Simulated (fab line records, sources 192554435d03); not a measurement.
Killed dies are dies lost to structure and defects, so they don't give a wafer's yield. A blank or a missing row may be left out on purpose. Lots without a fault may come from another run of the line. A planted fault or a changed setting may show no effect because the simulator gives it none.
Chamber matching | flow n5_finfet | N5_BEOL_M10_PECVD_70 on pecvd-02: 3 sister chambers
The step deposits SiO2 from TEOS/O2, target thk 20 nm, time 22.7 s. 6 wafers are shown with their chamber, then 9 later ones without.

WAFERS WITH THEIR CHAMBER
wafer  | chamber | throttle_valve_pct (%) | heater_power_w (W)
L088.1 | 0       | 22.4                   | 611
L088.4 | 2       | 20.0                   | 800
L088.5 | 1       | 23.1                   | 703
L090.3 | 1       | 23.0                   | 674
L090.5 | 2       | 20.1                   | 840
L090.6 | 0       | 22.2                   | 619

WAFERS WITHOUT THEIR CHAMBER
wafer  | throttle_valve_pct (%) | heater_power_w (W)
L091.1 | 20.2                   | 895
L091.4 | 22.4                   | 495
L091.5 | 20.1                   | 878
L097.1 | 23.1                   | 666
L097.2 | 19.8                   | 842
L097.3 | 22.1                   | 552
L096.1 | 23.2                   | 643
L096.4 | 20.1                   | 871
L096.6 | 23.0                   | 653

WHICH CHAMBER EACH WENT THROUGH
wafer  | from the rows above | in truth
L091.1 | 2                   | 2
L091.4 | 0                   | 0
L091.5 | 2                   | 2
L097.1 | 1                   | 1
L097.2 | 2                   | 2
L097.3 | 0                   | 0
L096.1 | 1                   | 1
L096.4 | 2                   | 2
L096.6 | 1                   | 1
Placed correctly: 9 of 9. Can't be placed from these rows: 0. Placed wrongly: 0.
How it was worked out, from the rows above alone: a wafer's distance from a chamber is the root of the sum, over the readings, of the square of ((its reading less the chamber's mean) divided by the reading's scatter). The wafer belongs to the nearest chamber; if the next one is less than 2 further off, it can't be placed. A chamber's mean is the mean of its shown wafers. The scatter: the root of (the sum of the squares of (reading less its chamber's mean) over the shown wafers, divided by (wafers less chambers)).
